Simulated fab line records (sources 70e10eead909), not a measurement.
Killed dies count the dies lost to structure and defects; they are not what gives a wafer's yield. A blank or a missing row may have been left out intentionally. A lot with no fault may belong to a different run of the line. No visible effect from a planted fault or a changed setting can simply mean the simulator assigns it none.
Which tool was responsible?	flow nand-harc	36 wafers from 12 lots sampled at 5 of the route's 1302 steps

== WHAT THE GAUGES SHOWED, per wafer ==
NHARC_P_M1_CD_MEAS_09: target cd 130 nm. Usual: cd-nm 130.0 nm, standard deviation 0.69.
lot	measured	on	cd-nm (nm)	flag
L894	day 6 00:38	cd-sem-02	129.5 129.9 130.2	
L897	day 7 11:25	cd-sem-02	130.0 129.4 129.9	
L900	day 8 20:55	cd-sem-02	129.8 129.8 129.5	
L902	day 9 14:46	cd-sem-03	130.0 128.9 129.2	
L904	day 10 20:33	cd-sem-03	126.1 126.5 125.7	OFF
L906	day 11 07:17	cd-sem-01	126.8 127.5 127.0	OFF
L910	day 12 23:11	cd-sem-01	129.0 130.1 128.9	
L911	day 13 09:55	cd-sem-03	129.3 130.6 130.2	
L912	day 13 21:11	cd-sem-03	130.1 129.6 130.4	
L913	day 13 22:04	cd-sem-03	131.0 131.7 131.0	
L914	day 14 08:34	cd-sem-03	129.8 130.3 130.6	
L917	day 15 20:13	cd-sem-02	130.4 129.7 130.4	

== EACH LOT AND THE TOOL THAT RAN IT (in order: tool; ch and the chambers of the sampled wafers; start) ==
lot	NHARC_P_M0_STRIP_18	NHARC_P_M0_PRE_CLEAN_29	NHARC_P_M0_PVD_21	NHARC_P_M1_PEB_07
L894	rie-diel-12 ch 0,2,3, day 5 21:08	pvd-sputter-02, day 6 00:34 or earlier	pvd-sputter-02, day 6 00:34 or earlier	litho-track-04 ch 0, day 6 00:34
L897	rie-diel-05 ch 0,3, day 7 08:02	pvd-sputter-02, day 7 11:20 or earlier	pvd-sputter-02, day 7 11:20 or earlier	litho-track-04 ch 0, day 7 11:20
L900	rie-diel-12 ch 0,1,2, day 8 17:26	pvd-sputter-02, day 8 20:50 or earlier	pvd-sputter-02, day 8 20:50 or earlier	litho-track-06 ch 0, day 8 20:50
L902	rie-diel-05 ch 0,3, day 9 11:15	pvd-sputter-02, day 9 14:41 or earlier	pvd-sputter-02, day 9 14:41 or earlier	litho-track-06 ch 0, day 9 14:41
L904	rie-diel-12 ch 1,2,3, day 10 16:53	pvd-sputter-03, day 10 20:28 or earlier	pvd-sputter-03, day 10 20:28 or earlier	litho-track-06 ch 0, day 10 20:28
L906	rie-diel-05 ch 1,2, day 11 03:13	pvd-sputter-02, day 11 07:12 or earlier	pvd-sputter-02, day 11 07:12 or earlier	litho-track-06 ch 0, day 11 07:12
L910	rie-diel-05 ch 2,3, day 12 19:31	pvd-sputter-03, day 12 23:07 or earlier	pvd-sputter-03, day 12 23:07 or earlier	litho-track-04 ch 0, day 12 23:07
L911	rie-diel-06 ch 2,3, day 13 06:29	pvd-sputter-02, day 13 09:50 or earlier	pvd-sputter-02, day 13 09:50 or earlier	litho-track-04 ch 0, day 13 09:50
L912	rie-diel-05 ch 1,2,3, day 13 17:41	pvd-sputter-01, day 13 21:05 or earlier	pvd-sputter-01, day 13 21:05 or earlier	litho-track-04 ch 0, day 13 21:05
L913	rie-diel-06 ch 0,2,3, day 13 18:31	pvd-sputter-03, day 13 21:59 or earlier	pvd-sputter-03, day 13 21:59 or earlier	litho-track-01 ch 0, day 13 21:59
L914	rie-diel-06 ch 0,3, day 14 04:46	pvd-sputter-02, day 14 08:29 or earlier	pvd-sputter-02, day 14 08:29 or earlier	litho-track-01 ch 0, day 14 08:29
L917	rie-diel-05 ch 0,2,3, day 15 16:50	pvd-sputter-02, day 15 20:08 or earlier	pvd-sputter-02, day 15 20:08 or earlier	litho-track-04 ch 0, day 15 20:08
- NHARC_P_M0_STRIP_18: strips in N2/H2.
- NHARC_P_M0_PRE_CLEAN_29: time 30 s.
- NHARC_P_M0_PVD_21: deposits Cu, target thk 30 nm, time 20.49 s.
- NHARC_P_M1_PEB_07: peb time 65 s.

== AS READ BY THE TOOLS THEMSELVES (means over the sampled wafers that have a number; for cases with no such wafer, the mark the record gives instead) ==
NHARC_P_M0_STRIP_18. Usual: drypump-motor-current-A 5.9 A, standard deviation 0.37; oes-product-au 1.004 a.u., standard deviation 0.0096; rf-vpp-V 90.8 V, standard deviation 1.2; showerhead-plenum-p-Torr 2.04 Torr, standard deviation 0.12; throttle-valve-pct 14.171 %, standard deviation 0.0085.
lot	tool	drypump-motor-current-A (A)	oes-product-au (a.u.)	rf-vpp-V (V)	showerhead-plenum-p-Torr (Torr)	throttle-valve-pct (%)	flag
L894	rie-diel-12	6.0	1.001	89.6	1.93	14.170	
L897	rie-diel-05	5.8	1.010	91.3	2.13	14.165	
L900	rie-diel-12	6.0	1.001	89.8	2.00	14.181	
L902	rie-diel-05	5.7	1.013	91.2	2.12	14.179	
L904	rie-diel-12	5.9	1.007	91.0	2.00	14.178	
L906	rie-diel-05	6.3	1.004	91.0	2.07	14.163	
L910	rie-diel-05	5.8	1.012	90.8	1.95	14.153	
L911	rie-diel-06	5.6	1.013	91.0	2.05	14.174	
L912	rie-diel-05	6.0	1.002	91.4	2.05	14.176	
L913	rie-diel-06	5.5	1.008	90.9	2.05	14.176	
L914	rie-diel-06	5.7	1.007	90.6	1.97	14.167	
L917	rie-diel-05	5.7	1.008	90.1	2.04	14.174	

NHARC_P_M0_PRE_CLEAN_29. Usual: heater-power-w 396 W, standard deviation 33.
lot	tool	heater-power-w (W)	flag
L894	pvd-sputter-02	402	
L897	pvd-sputter-02	415	
L900	pvd-sputter-02	379	
L902	pvd-sputter-02	364	
L904	pvd-sputter-03	428	
L906	pvd-sputter-02	410	
L910	pvd-sputter-03	404	
L911	pvd-sputter-02	383	
L912	pvd-sputter-01	428	
L913	pvd-sputter-03	416	
L914	pvd-sputter-02	377	
L917	pvd-sputter-02	384	

NHARC_P_M0_PVD_21. Usual: throttle-valve-pct 30.2 %, standard deviation 0.93.
lot	tool	throttle-valve-pct (%)	flag
L894	pvd-sputter-02	30.3	
L897	pvd-sputter-02	29.2	
L900	pvd-sputter-02	31.2	
L902	pvd-sputter-02	30.7	
L904	pvd-sputter-03	29.6	
L906	pvd-sputter-02	31.0	
L910	pvd-sputter-03	29.5	
L911	pvd-sputter-02	30.5	
L912	pvd-sputter-01	30.4	
L913	pvd-sputter-03	30.1	
L914	pvd-sputter-02	30.3	
L917	pvd-sputter-02	30.8	

NHARC_P_M1_PEB_07. Usual: exhaust-pa 45.0 Pa, standard deviation 0.9; heater-power-total-W 156.7 W, standard deviation 0.42; resist-line-temp-C 23.00 C, standard deviation 0.1.
lot	tool	exhaust-pa (Pa)	heater-power-total-W (W)	resist-line-temp-C (C)	flag
L894	litho-track-04	46.4	156.5	23.06	
L897	litho-track-04	44.9	156.6	22.92	
L900	litho-track-06	46.2	157.0	22.94	
L902	litho-track-06	45.9	157.0	23.01	
L904	litho-track-06	44.2	163.1	23.06	OFF
L906	litho-track-06	44.6	163.3	23.04	OFF
L910	litho-track-04	44.2	156.3	22.96	
L911	litho-track-04	45.6	156.9	23.01	
L912	litho-track-04	45.7	156.9	23.01	
L913	litho-track-01	44.9	156.6	23.14	
L914	litho-track-01	46.1	156.9	23.01	
L917	litho-track-04	45.0	156.8	23.01	

== THE ANSWER, worked out from the rows above alone ==
Rule: lot off if the mean of its wafers having a number is beyond 3 standard deviations from the usual mean. A lot without any number at a reading at which 4 lots or more have one is off too. Where the step has rows for the other lots, those lots are counted as sound. The gauges are gone through in route order, then the tools' own readings, and for those a lot's mean is taken as printed above. The first step at which some lot is off is used, and at that step the reading that is off furthest; a lot without a number counts as furthest.
Off, at NHARC_P_M1_CD_MEAS_09 on cd-nm: L904, L906.
A tool fits if, at a process step before that reading, it ran every lot that is off, and no sound lot after the first of them. Not tried: the gauges at NHARC_P_M1_CD_MEAS_09; whatever is off there is also off at NHARC_P_M1_PEB_07, on other tools, and gauge error can't account for it. Because NHARC_P_M0_PRE_CLEAN_29 lacks a start for some lots, the hours and order of its lots are taken from NHARC_P_M1_PEB_07. Because NHARC_P_M0_PVD_21 lacks a start for some lots, the hours and order of its lots are taken from NHARC_P_M1_PEB_07. One fits: litho-track-06 at NHARC_P_M1_PEB_07. A fault onset in the window from L902 (day 9 14:41, its last sound lot) to L904 (day 10 20:28, its first lot off) fits.
On the lots that are off, the tool's own readings at NHARC_P_M1_PEB_07 differ by more than 5 times the standard deviation of the sound lots' means, which bears it out; heater-power-total-W reads 163.2 W there versus 156.8 W on the sound lots.

== WHAT THE SIMULATOR PUT IN ==
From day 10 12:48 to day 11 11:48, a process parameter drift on litho-track-06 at NHARC_P_M1_PEB_07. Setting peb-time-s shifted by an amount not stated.
Shown lots that were struck: L904, L906. This agrees with what the rule above found.
